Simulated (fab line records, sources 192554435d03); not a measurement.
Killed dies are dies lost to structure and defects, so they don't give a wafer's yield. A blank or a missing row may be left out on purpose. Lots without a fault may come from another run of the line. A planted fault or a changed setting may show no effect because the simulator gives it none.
Which tool did it? | flow n5_finfet | 10 lots, 29 wafers sampled, at 5 steps of a route of 1938

WHAT THE GAUGES READ, wafer by wafer
N5_BEOL_M4_THK_MEAS_01.
lot  | measured     | on            | M4_ILD_THK (nm)
L101 | day 7 05:09  | film_metro-02 | 79.5 79.8 80.0
L104 | day 7 23:22  | film_metro-02 | 78.6 79.8 79.9
L105 | day 8 12:18  | film_metro-02 | 78.9 78.6 80.9
L107 | day 9 00:21  | film_metro-02 | 79.0 79.9 80.0
L109 | day 9 13:21  | film_metro-01 | 78.3 80.7 80.0
L110 | day 9 18:01  | film_metro-02 | 77.1 77.8
L114 | day 10 23:53 | film_metro-02 | 77.5 78.7 78.7
L118 | day 11 18:56 | film_metro-02 | 78.6 104.8 80.1
L123 | day 12 16:17 | film_metro-02 | 78.4 78.9 79.2
L124 | day 13 17:41 | film_metro-02 | 79.2 78.8 78.7

WHICH TOOL RAN EACH LOT (tool, then ch and the chambers of the sampled wafers, then the start)
lot  | N5_BEOL_M3_ANNEAL_87         | N5_BEOL_M3_ANNEAL_89         | N5_BEOL_M3_SPUTTER_96        | N5_BEOL_M4_ILD_DEP_00
L101 | pvd_sputter-01, day 7 02:46  | pvd_sputter-01, day 7 02:59  | pvd_sputter-01, day 7 03:47  | pecvd-02 ch 0,1, day 7 05:05
L104 | pvd_sputter-03, day 7 21:10  | pvd_sputter-03, day 7 21:23  | pvd_sputter-03, day 7 22:11  | pecvd-03 ch 0,2, day 7 23:18
L105 | pvd_sputter-02, day 8 09:44  | pvd_sputter-02, day 8 09:57  | pvd_sputter-02, day 8 10:45  | pecvd-03 ch 0,1,2, day 8 12:14
L107 | pvd_sputter-02, day 8 22:08  | pvd_sputter-02, day 8 22:22  | pvd_sputter-02, day 8 23:10  | pecvd-03 ch 1,2, day 9 00:17
L109 | pvd_sputter-01, day 9 11:09  | pvd_sputter-01, day 9 11:22  | pvd_sputter-01, day 9 12:10  | pecvd-03 ch 0,1,2, day 9 13:17
L110 | pvd_sputter-01, day 9 15:49  | pvd_sputter-01, day 9 16:02  | pvd_sputter-01, day 9 16:50  | pecvd-02 ch 1,2, day 9 17:57
L114 | pvd_sputter-01, day 10 21:30 | pvd_sputter-01, day 10 21:43 | pvd_sputter-01, day 10 22:31 | pecvd-04 ch 0,1, day 10 23:49
L118 | pvd_sputter-03, day 11 16:44 | pvd_sputter-03, day 11 16:58 | pvd_sputter-03, day 11 17:46 | pecvd-03 ch 0,1, day 11 18:52
L123 | pvd_sputter-03, day 12 14:03 | pvd_sputter-03, day 12 14:16 | pvd_sputter-03, day 12 15:04 | pecvd-02 ch 0,2, day 12 16:13
L124 | pvd_sputter-02, day 13 15:28 | pvd_sputter-02, day 13 15:41 | pvd_sputter-02, day 13 16:29 | pecvd-02 ch 0,1,2, day 13 17:37
- N5_BEOL_M3_ANNEAL_87: time 240 s.
- N5_BEOL_M3_ANNEAL_89: time 240 s.
- N5_BEOL_M3_SPUTTER_96: material Cu, target thk 4.5 nm, time 8.29 s.
- N5_BEOL_M4_ILD_DEP_00: deposits SiOC from DEMS/O2, target thk 79 nm, time 15.3 s.

THE ANSWER, worked out from the rows above alone
Rule: what is usual is taken from the lots themselves. Put in order of their means at a reading, lots are off if they are a third of the lots or fewer, leave a main group of 4 or more, and stand apart from it by a gap of 3 or more times the standard deviation of the main group's means; of several such gaps the widest counts. A main group whose means are all the same, to the digits that the tables above print for the reading, isn't used. A lot without any number at a reading at which 4 lots or more have one is off too. The other lots that the step has rows for count as sound.
Off: L118, at N5_BEOL_M4_THK_MEAS_01 (M4_ILD_THK). The main group: mean 79.0 nm, standard deviation 0.73.
A tool fits if, at a process step before that reading, it ran every lot that is off, and no sound lot after the first of them. The gauges at N5_BEOL_M4_THK_MEAS_01 are tried like those tools. One fits: pecvd-03 at N5_BEOL_M4_ILD_DEP_00. Its last sound lot is L109 (day 9 13:17), its first lot that is off L118 (day 11 18:52): a fault that began between those two fits.

WHAT THE SIMULATOR HAD PUT IN
Process parameter drift: pecvd-03, from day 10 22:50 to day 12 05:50, at N5_BEOL_M4_ILD_DEP_00. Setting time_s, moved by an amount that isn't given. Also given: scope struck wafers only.
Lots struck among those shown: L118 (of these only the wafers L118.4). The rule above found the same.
